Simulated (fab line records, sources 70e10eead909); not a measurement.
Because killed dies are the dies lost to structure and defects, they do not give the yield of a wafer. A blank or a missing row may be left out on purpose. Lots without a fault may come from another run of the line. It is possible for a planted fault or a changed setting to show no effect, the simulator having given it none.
Matching of chambers | flow nand-harc | rie-si-02 running NHARC_A_CHANNEL_FILL_D1_ETCHBACK_19: 4 sister chambers
The step etches the open film in HBr/Cl2, target depth 5 nm, time 1.7 s. 14 wafers are shown with their chamber, then 7 later ones without.

== WAFERS, EACH WITH ITS CHAMBER ==
wafer  | chamber | drypump-motor-current-A (A) | oes-product-au (a.u.) | bias-w (W)
L076.1 | 1       | 5.8                         | 0.996                 | 99.64
L076.4 | 0       | 5.3                         | 1.009                 | 99.93
L076.5 | 3       | 5.3                         | 1.004                 | 100.69
L078.1 | 2       | 6.1                         | 1.002                 | 99.89
L078.3 | 1       | 5.8                         | 1.008                 | 100.33
L078.5 | 0       | 5.3                         | 0.992                 | 100.33
L082.2 | 0       | 5.3                         | 0.991                 | 100.03
L082.3 | 1       | 5.8                         | 1.008                 | 99.83
L082.4 | 3       | 5.2                         | 0.990                 | 99.82
L085.1 | 0       | 5.3                         | 0.991                 | 100.57
L085.5 | 1       | 5.9                         | 1.014                 | 99.71
L085.6 | 2       | 6.1                         | 1.002                 | 100.13
L089.1 | 2       | 6.1                         | 0.998                 | 100.26
L089.4 | 3       | 5.3                         | 0.994                 | 100.14

SIGNATURES, as means of the wafers listed above
reading                 | chamber 0 | chamber 1 | chamber 2 | chamber 3 | scatter within a chamber
drypump-motor-current-A | 5.300     | 5.825     | 6.100     | 5.267     | 0.0376
oes-product-au          | 0.99575   | 1.00650   | 1.00067   | 0.99600   | 0.00721
bias-w                  | 100.2150  | 99.8775   | 100.0933  | 100.2167  | 0.317
Rule: for a wafer and a chamber, the distance is found by dividing, reading by reading, the gap between the wafer's reading and the chamber's mean by the reading's scatter, squaring, summing and taking the root. If the next closest chamber is less than 2 further off than the closest, the wafer can't be placed; otherwise it belongs to the closest. How the scatter is found: for the shown wafers, subtract from each reading the mean of its chamber, square and add these, divide the total by (wafers less chambers), then take the root.

== WAFERS WITHOUT THEIR CHAMBER ==
wafer  | drypump-motor-current-A (A) | oes-product-au (a.u.) | bias-w (W)
L089.6 | 5.3                         | 0.996                 | 99.98
L092.4 | 5.3                         | 0.999                 | 99.42
L092.5 | 5.9                         | 1.002                 | 99.94
L092.6 | 6.1                         | 1.002                 | 99.56
L097.2 | 5.8                         | 1.012                 | 100.18
L097.5 | 5.2                         | 0.996                 | 100.19
L097.6 | 6.1                         | 1.013                 | 100.14

== WHICH CHAMBER EACH ONE RAN IN ==
wafer  | from the rows above     | in truth
L089.6 | can't be placed: 0 or 3 | 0
L092.4 | can't be placed: 0 or 3 | 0
L092.5 | 1                       | 1
L092.6 | 2                       | 2
L097.2 | 1                       | 1
L097.5 | can't be placed: 3 or 0 | 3
L097.6 | 2                       | 2
Correct placement for 4 of the 7. Not placeable from these rows: 3 (in 3, the candidates include the true chamber). Wrongly placed: 0.
